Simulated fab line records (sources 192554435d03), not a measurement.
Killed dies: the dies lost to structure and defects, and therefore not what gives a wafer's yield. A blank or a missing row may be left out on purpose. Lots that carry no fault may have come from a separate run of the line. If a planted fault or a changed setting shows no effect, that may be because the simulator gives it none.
What tool caused it? | flow n5-finfet | Sampling: 9 lots, 26 wafers, 5 of 1938 route steps

== WHAT THE GAUGES SHOWED, per wafer ==
N5_BEOL_M4_RC_MEAS_101. Usual: DIBL_N 36.4 mV/V, standard deviation 1.9; DIBL_P 35.8 mV/V, standard deviation 2.1; IOFF_N 0.158 nA/um, standard deviation 0.029; IOFF_P 0.21 nA/um, standard deviation 0.035; ION_N 676 uA/um, standard deviation 14; ION_P 465 uA/um, standard deviation 9.7; SS_N 71.5 mV/dec, standard deviation 0.66; SS_P 73.4 mV/dec, standard deviation 0.7; VT_N 249.8 mV, standard deviation 3; VT_P -250 mV, standard deviation 3.3.
lot  | measured     | on        | DIBL_N (mV/V)  | DIBL_P (mV/V)  | IOFF_N (nA/um)    | IOFF_P (nA/um) | ION_N (uA/um) | ION_P (uA/um) | SS_N (mV/dec)  | SS_P (mV/dec)  | VT_N (mV)         | VT_P (mV)      | flag
L308 | day 9 19:14  | prober-02 | 38.7 37.0      | 39.5 37.7      | 0.200 0.170       | 0.23 0.21      | 693 694       | 465 473       | 72.1 71.2      | 74.2 73.7      | 246.4 248.1       | -250 -253      |
L309 | day 10 10:10 | prober-01 | 34.3 37.0 34.0 | 32.2 34.8 31.5 | 0.113 0.145 0.107 | 0.18 0.22 0.18 | 676 664 661   | 473 462 461   | 70.4 71.4 70.4 | 72.4 73.2 72.1 | 255.0 250.7 254.0 | -251 -247 -250 |
L312 | day 11 02:13 | prober-02 | 36.7 33.3 37.8 | 36.4 32.6 36.6 | 0.161 0.110 0.167 | 0.22 0.17 0.23 | 684 675 667   | 468 465 461   | 72.4 70.9 72.5 | 73.9 72.2 73.8 | 250.9 255.0 252.5 | -247 -251 -246 |
L316 | day 12 12:55 | prober-02 | 38.2 33.7 36.4 | 38.0 33.5 36.1 | 0.187 0.113 0.148 | 0.21 0.15 0.18 | 678 663 675   | 465 456 452   | 72.9 70.5 71.4 | 73.3 71.4 73.2 | 248.1 253.5 250.3 | -250 -253 -253 |
L319 | day 12 18:44 | prober-02 | 35.6 36.3 34.5 | 34.7 35.7 33.4 | 0.148 0.159 0.129 | 0.19 0.20 0.17 | 680 682 666   | 468 463 455   | 71.1 71.1 71.4 | 72.9 73.4 72.7 | 250.3 249.3 252.4 | -252 -249 -252 |
L320 | day 13 14:19 | prober-02 | 37.2 35.7 38.0 | 36.5 33.7 36.4 | 0.184 0.157 0.185 | 0.24 0.20 0.23 | 702 689 687   | 483 468 467   | 71.8 71.6 72.3 | 73.5 72.7 73.7 | 245.4 246.4 245.8 | -248 -250 -250 |
L323 | day 14 12:35 | prober-02 | 37.4 34.5 38.1 | 37.4 32.9 38.2 | 0.166 0.117 0.185 | 0.20 0.15 0.22 | 686 664 688   | 465 452 465   | 72.2 71.0 71.3 | 73.7 72.8 73.6 | 249.1 253.6 248.7 | -254 -256 -253 |
L325 | day 14 17:02 | prober-01 | 36.4 37.4 35.7 | 37.0 37.0 35.5 | 0.159 0.168 0.139 | 0.23 0.22 0.21 | 691 676 679   | 473 466 472   | 70.7 71.6 71.5 | 73.3 73.9 73.3 | 250.1 248.1 253.4 | -250 -250 -250 |
L327 | day 15 10:07 | prober-01 | 33.6 31.6 30.2 | 33.7 31.8 30.0 | 0.126 0.110 0.091 | 0.18 0.16 0.14 | 668 667 652   | 463 462 455   | 72.0 70.6 70.8 | 72.9 72.2 71.9 | 252.8 253.3 257.4 | -250 -254 -254 |

== WHAT TOOL EACH LOT RAN ON (gives the tool, then ch and the chambers of the sampled wafers, and finally the start) ==
lot  | N5_HKMG_FIN_STRIP_89              | N5_HKMG_FIN_NWFM_ALD_20             | N5_HKMG_FIN_ETCHBACK_68           | N5_GATE_CUT_ETCH_56
L308 | rie-diel-03 ch 0,1, day 5 05:13   | ald-metal-01 ch 2,3, day 5 05:47    | rie-metal-01 ch 0, day 5 06:26    | rie-metal-01 ch 0,1, day 5 08:22
L309 | rie-diel-05 ch 1,2, day 5 16:05   | ald-metal-02 ch 0,3, day 5 16:39    | rie-metal-02 ch 0,1, day 5 17:20  | rie-metal-02 ch 0,1, day 5 19:15
L312 | rie-diel-04 ch 0,2,3, day 6 05:21 | ald-metal-04 ch 0,1,2, day 6 05:55  | rie-metal-02 ch 0,1, day 6 06:35  | rie-metal-01 ch 0,1, day 6 08:30
L316 | rie-diel-04 ch 1,2,3, day 7 09:58 | ald-metal-02 ch 0,2,3, day 7 10:32  | rie-metal-02 ch 1, day 7 11:12    | rie-metal-01 ch 0,1, day 7 13:18
L319 | rie-diel-04 ch 0,1,2, day 8 05:04 | ald-metal-01 ch 0,2,3, day 8 05:42  | rie-metal-01 ch 0,1, day 8 06:23  | rie-metal-01 ch 1, day 8 08:20
L320 | rie-diel-05 ch 0,1,2, day 8 18:04 | ald-metal-04 ch 0,1,3, day 8 18:38  | rie-metal-03 ch 0,1, day 8 19:22  | rie-metal-03 ch 1, day 8 21:25
L323 | rie-diel-03 ch 0,1,3, day 8 23:51 | ald-metal-01 ch 0,1,2, day 9 00:32  | rie-metal-02 ch 0,1, day 9 01:12  | rie-metal-02 ch 0,1, day 9 03:07
L325 | rie-diel-03 ch 0,2,3, day 9 11:14 | ald-metal-01 ch 1,2,3, day 9 11:49  | rie-metal-02 ch 0,1, day 9 12:29  | rie-metal-02 ch 0,1, day 9 14:37
L327 | rie-diel-05 ch 1,2,3, day 9 23:32 | ald-metal-01 ch 0,1,2, day 10 00:07 | rie-metal-02 ch 0,1, day 10 00:47 | rie-metal-02 ch 0,1, day 10 02:44
- N5_HKMG_FIN_STRIP_89: strips SOC in N2/H2, time 20 s.
- N5_HKMG_FIN_NWFM_ALD_20: deposits TiAlC, target thk 2 nm, pulse time 3 s, purge time 2 s.
- N5_HKMG_FIN_ETCHBACK_68: etches the open film in Cl2/Ar, stops on HfO2, target depth 0.5 nm.
- N5_GATE_CUT_ETCH_56: etches TiN in Cl2/Ar, target depth 21.6 nm.

== WHAT THE TOOLS THEMSELVES READ (means of the sampled wafers that have a number; where no wafer has one, the mark that the record gives instead) ==
N5_HKMG_FIN_STRIP_89. Usual: drypump-motor-current-A 5.6 A, standard deviation 0.61; oes-product-au 0.81 a.u., standard deviation 0.083; rf-vpp-V 54.2 V, standard deviation 0.81; showerhead-plenum-p-Torr 3.36 Torr, standard deviation 0.11; throttle-valve-pct 19.1 %, standard deviation 0.4.
lot  | tool        | drypump-motor-current-A (A) | oes-product-au (a.u.) | rf-vpp-V (V) | showerhead-plenum-p-Torr (Torr) | throttle-valve-pct (%) | flag
L308 | rie-diel-03 | 5.2                         | 0.79                  | 54.1         | 3.24                            | 19.6                   |
L309 | rie-diel-05 | 5.9                         | 0.81                  | 54.7         | 3.47                            | 19.1                   |
L312 | rie-diel-04 | 5.8                         | 0.74                  | 54.2         | 3.34                            | 19.1                   |
L316 | rie-diel-04 | 5.8                         | 0.81                  | 54.9         | 3.37                            | 18.7                   |
L319 | rie-diel-04 | 5.8                         | 0.78                  | 54.1         | 3.31                            | 18.8                   |
L320 | rie-diel-05 | 5.7                         | 0.82                  | 53.7         | 3.44                            | 19.1                   |
L323 | rie-diel-03 | 5.2                         | 0.89                  | 53.6         | 3.38                            | 19.2                   |
L325 | rie-diel-03 | 5.3                         | 0.90                  | 54.7         | 3.38                            | 19.0                   |
L327 | rie-diel-05 | 5.9                         | 0.80                  | 53.9         | 3.38                            | 19.0                   |

N5_HKMG_FIN_NWFM_ALD_20. Usual: heater-power-w 496 W, standard deviation 54; precursor-pulse-height-rel 1.000, standard deviation 0.02; susceptor-temp-C 300.01 C, standard deviation 0.2.
lot  | tool         | heater-power-w (W) | precursor-pulse-height-rel | susceptor-temp-C (C) | flag
L308 | ald-metal-01 | 492                | 1.009                      | 300.04               |
L309 | ald-metal-02 | 473                | 0.991                      | 300.14               |
L312 | ald-metal-04 | 488                | 0.985                      | 300.05               |
L316 | ald-metal-02 | 476                | 0.992                      | 300.13               |
L319 | ald-metal-01 | 529                | 0.992                      | 299.79               |
L320 | ald-metal-04 | 481                | 0.999                      | 300.03               |
L323 | ald-metal-01 | 504                | 1.007                      | 299.91               |
L325 | ald-metal-01 | 484                | 1.011                      | 300.15               |
L327 | ald-metal-01 | 509                | 0.999                      | 299.80               |

N5_HKMG_FIN_ETCHBACK_68. Usual: drypump-motor-current-A 5.8 A, standard deviation 0.52; oes-product-au 0.76 a.u., standard deviation 0.12; throttle-valve-pct 20.83 %, standard deviation 0.29.
lot  | tool         | drypump-motor-current-A (A) | oes-product-au (a.u.) | throttle-valve-pct (%) | flag
L308 | rie-metal-01 | 6.5                         | 0.59                  | 21.09                  |
L309 | rie-metal-02 | 5.6                         | 0.90                  | 20.50                  |
L312 | rie-metal-02 | 5.6                         | 0.89                  | 20.50                  |
L316 | rie-metal-02 | 5.9                         | 0.86                  | 20.43                  |
L319 | rie-metal-01 | 6.4                         | 0.63                  | 21.09                  |
L320 | rie-metal-03 | 5.4                         | 0.67                  | 21.11                  |
L323 | rie-metal-02 | 5.2                         | 0.87                  | 20.59                  |
L325 | rie-metal-02 | 5.2                         | 0.88                  | 20.59                  |
L327 | rie-metal-02 | 5.6                         | 0.85                  | 20.52                  |

N5_GATE_CUT_ETCH_56. Usual: bias-w 59.99 W, standard deviation 0.17; drypump-motor-current-A 5.7 A, standard deviation 0.48; oes-product-au 0.75 a.u., standard deviation 0.12; throttle-valve-pct 20.88 %, standard deviation 0.29.
lot  | tool         | bias-w (W) | drypump-motor-current-A (A) | oes-product-au (a.u.) | throttle-valve-pct (%) | flag
L308 | rie-metal-01 | 60.02      | 6.2                         | 0.67                  | 21.05                  |
L309 | rie-metal-02 | 60.25      | 5.2                         | 0.92                  | 20.56                  |
L312 | rie-metal-01 | 59.98      | 6.2                         | 0.69                  | 21.04                  |
L316 | rie-metal-01 | 76.94      | 6.4                         | 0.67                  | 21.01                  | OFF
L319 | rie-metal-01 | 76.90      | 6.0                         | 0.76                  | 20.96                  | OFF
L320 | rie-metal-03 | 60.00      | 5.3                         | 0.61                  | 21.28                  |
L323 | rie-metal-02 | 60.01      | 5.3                         | 0.89                  | 20.57                  |
L325 | rie-metal-02 | 59.87      | 5.3                         | 0.89                  | 20.58                  |
L327 | rie-metal-02 | 59.90      | 5.6                         | 0.86                  | 20.51                  |

== THE ANSWER, worked out from the rows above alone ==
Rule: a lot is off if the mean of its wafers that have a number lies more than 3 standard deviations from the usual mean. A lot without any number at a reading at which 4 lots or more have one is off too. Where the step has rows for the other lots, those lots are counted as sound. Order of review: gauges by route order, followed by the tools' own readings, for which a lot's mean as printed above is used. At the first step where some lot is off, the reading lying furthest off is the one used; lots without a number count as furthest.
Off, at N5_GATE_CUT_ETCH_56 on bias-w: L316, L319.
If a tool, at that step or one of the process steps before it, ran each lot that is off and ran no sound lot following the first of them, it fits. Undecided on this evidence; 2 tools fit (rie-diel-04 at N5_HKMG_FIN_STRIP_89, rie-metal-01 at N5_GATE_CUT_ETCH_56).

== WHAT WAS PUT IN BY THE SIMULATOR ==
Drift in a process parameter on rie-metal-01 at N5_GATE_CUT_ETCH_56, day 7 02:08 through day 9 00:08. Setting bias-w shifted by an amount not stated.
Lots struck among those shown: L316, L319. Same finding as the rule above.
